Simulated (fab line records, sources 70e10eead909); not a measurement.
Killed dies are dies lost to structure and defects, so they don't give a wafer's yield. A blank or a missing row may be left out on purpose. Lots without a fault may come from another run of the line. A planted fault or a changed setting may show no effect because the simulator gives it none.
Which tool did it? | flow nand_harc | 12 lots, 36 wafers sampled, at 6 steps of a route of 1302

WHAT THE GAUGES READ, wafer by wafer
NHARC_A_M0_OVL_MEAS_10: pitch 160 nm. Usual: overlay_x_nm -0.1 nm, standard deviation 0.83; overlay_y_nm -0.1 nm, standard deviation 0.7.
lot  | measured     | on         | overlay_x_nm (nm) | overlay_y_nm (nm) | flag
L240 | day 23 14:21 | overlay-01 | 1.3 0.5 1.4       | 0.9 0.6 0.5       |
L242 | day 25 00:58 | overlay-02 | -0.5 -0.5 -0.4    | 0.7 0.0 0.3       |
L244 | day 25 06:20 | overlay-01 | 0.8 0.8 1.3       | -0.5 0.7 -0.4     |
L241 | day 25 09:04 | overlay-02 | 0.1 -0.2 -0.4     | -0.3 -0.3 -0.3    |
L248 | day 26 15:31 | overlay-01 | -1.0 -0.8 -0.6    | -1.4 -0.8 -1.0    |
L250 | day 29 01:43 | overlay-02 | -0.8 -1.2 -0.5    | -0.7 -0.7 -0.4    |
L253 | day 29 02:53 | overlay-01 | 0.9 1.0 1.1       | -1.0 -0.5 -0.5    |
L254 | day 29 23:23 | overlay-02 | -0.7 -0.3 -0.2    | 0.6 1.0 0.8       |
L255 | day 30 15:15 | overlay-01 | -1.3 -1.8 -1.4    | 0.4 0.0 0.0       |
L258 | day 31 05:56 | overlay-01 | -0.2 -0.2 0.0     | -0.4 -0.3 -0.4    |
L259 | day 32 01:49 | overlay-01 | -0.4 -0.6 -0.7    | 0.3 -0.5 0.0      |
L260 | day 32 21:22 | overlay-02 | -0.6 -1.5 -1.3    | -0.2 0.3 -0.1     |

NHARC_A_M0_INSPECT_11. Usual: raw_defect_count 82, standard deviation 42.
lot  | measured     | on                | raw_defect_count | flag
L240 | day 23 14:23 | defect_inspect-01 | 12 17 25         |
L242 | day 25 01:00 | defect_inspect-02 | 25 13 23         |
L244 | day 25 06:23 | defect_inspect-02 | 153 178 139      |
L241 | day 25 09:05 | defect_inspect-02 | 95 89 116        |
L248 | day 26 15:33 | defect_inspect-01 | 19 20 20         |
L250 | day 29 01:45 | defect_inspect-01 | 132 139 148      |
L253 | day 29 02:56 | defect_inspect-01 | 102 110 116      |
L254 | day 29 23:26 | defect_inspect-01 | 121 107 110      |
L255 | day 30 15:17 | defect_inspect-02 | 107 112 110      |
L258 | day 31 05:59 | defect_inspect-01 | 76 69 76         |
L259 | day 32 01:52 | defect_inspect-02 | 109 142 121      |
L260 | day 32 21:24 | defect_inspect-01 | 70 71 84         |

NHARC_A_M1_CD_MEAS_09: target cd 120 nm. Usual: cd_nm 120.0 nm, standard deviation 0.51.
lot  | measured     | on        | cd_nm (nm)        | flag
L240 | day 23 18:18 | cd_sem-01 | 119.8 119.4 120.0 |
L242 | day 25 04:51 | cd_sem-03 | 120.5 120.1 120.3 |
L244 | day 25 10:11 | cd_sem-01 | 119.6 119.0 118.7 |
L241 | day 25 12:53 | cd_sem-03 | 119.8 120.4 120.2 |
L248 | day 26 19:37 | cd_sem-03 | 120.5 121.0 119.8 |
L250 | day 29 05:44 | cd_sem-02 | 131.3 131.1 132.2 | OFF
L253 | day 29 07:27 | cd_sem-02 | 128.7 129.0 129.5 | OFF
L254 | day 30 03:32 | cd_sem-03 | 120.4 121.1 120.9 |
L255 | day 30 19:08 | cd_sem-02 | 120.5 120.5 120.7 |
L258 | day 31 09:55 | cd_sem-02 | 119.6 120.2 120.2 |
L259 | day 32 06:12 | cd_sem-01 | 119.7 119.8 119.4 |
L260 | day 33 01:25 | cd_sem-02 | 119.6 120.2 119.5 |

NHARC_END_SORT_01. Usual: defect_limited_yield 91 %, standard deviation 3.4; killed_at_array 54, standard deviation 23; killed_at_other 1.2, standard deviation 1.5; killed_at_periphery 3.9, standard deviation 2.5; killed_dies 59, standard deviation 23; killed_open 3.2, standard deviation 1.7; killed_short 2.4, standard deviation 1.6; sort_bin_2_pct 3.0 %, standard deviation 1.4; sort_bin_3_pct 0.7 %, standard deviation 0.45; sort_bin_4_pct 5.0 %, standard deviation 1.9; sort_n_pass 618, standard deviation 23; sort_rim_yield_pct 92 %, standard deviation 3.8; sort_yield_pct 91 %, standard deviation 3.4.
lot  | measured     | on        | defect_limited_yield (%) | killed_at_array | killed_at_other | killed_at_periphery | killed_dies | killed_open | killed_short | sort_bin_2_pct (%) | sort_bin_3_pct (%) | sort_bin_4_pct (%) | sort_n_pass | sort_rim_yield_pct (%) | sort_yield_pct (%) | flag
L250 | day 31 14:07 | prober-02 | 84 84 85                 | 97 100 96       | 5 0 3           | 8 7 4               | 110 107 103 | 5 5 2       | 4 0 2        | 4.7 6.1 5.2        | 2.1 1.5 2.1        | 9.5 8.3 8.0        | 567 570 574 | 86 84 88               | 84 84 85           |
L253 | day 31 14:53 | prober-01 | 91 90 89                 | 58 65 72        | 1 0 0           | 1 4 4               | 60 69 76    | 4 5 1       | 4 1 0        | 3.8 4.1 3.4        | 1.0 1.2 1.9        | 4.0 4.9 5.9        | 617 608 601 | 91 92 90               | 91 90 89           |

WHICH TOOL RAN EACH LOT (tool, then ch and the chambers of the sampled wafers, then the start)
lot  | NHARC_A_M0_ETCH_15                            | NHARC_A_M1_PEB_07
L240 | rie_diel-12 ch 0,1,3, day 23 18:13 or earlier | litho_track-06 ch 0, day 23 18:13
L242 | rie_diel-10 ch 0,1,3, day 25 04:47 or earlier | litho_track-06 ch 0, day 25 04:47
L244 | rie_diel-12 ch 2,3, day 25 10:06 or earlier   | litho_track-06 ch 0, day 25 10:06
L241 | rie_diel-10 ch 2,3, day 25 12:48 or earlier   | litho_track-04 ch 0, day 25 12:48
L248 | rie_diel-12 ch 0,3, day 26 19:32 or earlier   | litho_track-01 ch 0, day 26 19:32
L250 | rie_diel-10 ch 2,3, day 29 05:40 or earlier   | litho_track-06 ch 0, day 29 05:40
L253 | rie_diel-12 ch 1,3, day 29 07:22 or earlier   | litho_track-06 ch 0, day 29 07:22
L254 | rie_diel-13 ch 0,2,3, day 30 03:27 or earlier | litho_track-04 ch 0, day 30 03:27
L255 | rie_diel-12 ch 1,2, day 30 19:04 or earlier   | litho_track-04 ch 0, day 30 19:04
L258 | rie_diel-12 ch 0,1,2, day 31 09:50 or earlier | litho_track-01 ch 0, day 31 09:50
L259 | rie_diel-12 ch 0,1, day 32 06:07 or earlier   | litho_track-04 ch 0, day 32 06:07
L260 | rie_diel-12 ch 0,1,3, day 33 01:20 or earlier | litho_track-06 ch 0, day 33 01:20
- NHARC_A_M0_ETCH_15: etches the open film in C4F8/Ar, target depth 150 nm, overetch 15 nm, time 82.5 s.
- NHARC_A_M1_PEB_07: peb time 65 s.

WHAT THE TOOLS THEMSELVES READ (means of the sampled wafers that have a number; where no wafer has one, the mark that the record gives instead)
NHARC_A_M0_ETCH_15. Usual: oes_product_au 0.940 a.u., standard deviation 0.021; rf_vpp_V 440.8 V, standard deviation 2.6.
lot  | tool        | oes_product_au (a.u.) | rf_vpp_V (V) | flag
L240 | rie_diel-12 | 0.955                 | 440.9        |
L242 | rie_diel-10 | 0.924                 | 440.4        |
L244 | rie_diel-12 | 0.949                 | 439.2        |
L241 | rie_diel-10 | 0.922                 | 442.4        |
L248 | rie_diel-12 | 0.915                 | 439.9        |
L250 | rie_diel-10 | 0.973                 | 443.1        |
L253 | rie_diel-12 | 0.963                 | 441.9        |
L254 | rie_diel-13 | 0.928                 | 442.6        |
L255 | rie_diel-12 | 0.977                 | 438.6        |
L258 | rie_diel-12 | 0.930                 | 438.8        |
L259 | rie_diel-12 | 0.925                 | 439.5        |
L260 | rie_diel-12 | 0.916                 | 440.9        |

NHARC_A_M1_PEB_07. Usual: heater_power_total_W 156.6 W, standard deviation 0.43; plate_temp_C 100.00 C, standard deviation 0.13.
lot  | tool           | heater_power_total_W (W) | plate_temp_C (C) | flag
L240 | litho_track-06 | 156.4                    | 100.10           |
L242 | litho_track-06 | 156.6                    | 100.10           |
L244 | litho_track-06 | 156.3                    | 100.13           |
L241 | litho_track-04 | 157.0                    | 100.07           |
L248 | litho_track-01 | 156.7                    | 99.98            |
L250 | litho_track-06 | 164.6                    | 103.42           | OFF
L253 | litho_track-06 | 163.8                    | 103.51           | OFF
L254 | litho_track-04 | 156.9                    | 99.98            |
L255 | litho_track-04 | 156.5                    | 99.99            |
L258 | litho_track-01 | 156.5                    | 99.95            |
L259 | litho_track-04 | 156.7                    | 100.10           |
L260 | litho_track-06 | 156.0                    | 99.95            |

THE ANSWER, worked out from the rows above alone
Rule: a lot is off if the mean of its wafers that have a number lies more than 3 standard deviations from the usual mean. A lot without any number at a reading at which 4 lots or more have one is off too. The other lots that the step has rows for count as sound. The gauges are gone through in route order, then the tools' own readings, and for those a lot's mean is taken as printed above. The first step at which some lot is off is used, and at that step the reading that is off furthest; a lot without a number counts as furthest.
Off: L250, L253, at NHARC_A_M1_CD_MEAS_09 (cd_nm).
A tool fits if, at a process step before that reading, it ran every lot that is off, and no sound lot after the first of them. The gauges at NHARC_A_M1_CD_MEAS_09 aren't tried: what is off there is off at NHARC_A_M1_PEB_07 too, on other tools, and a gauge's error can't cause that. NHARC_A_M0_ETCH_15 gives no start for some lots, so the hours and the order of its lots are those of NHARC_A_M1_PEB_07. None of those tried fits.

WHAT THE SIMULATOR HAD PUT IN
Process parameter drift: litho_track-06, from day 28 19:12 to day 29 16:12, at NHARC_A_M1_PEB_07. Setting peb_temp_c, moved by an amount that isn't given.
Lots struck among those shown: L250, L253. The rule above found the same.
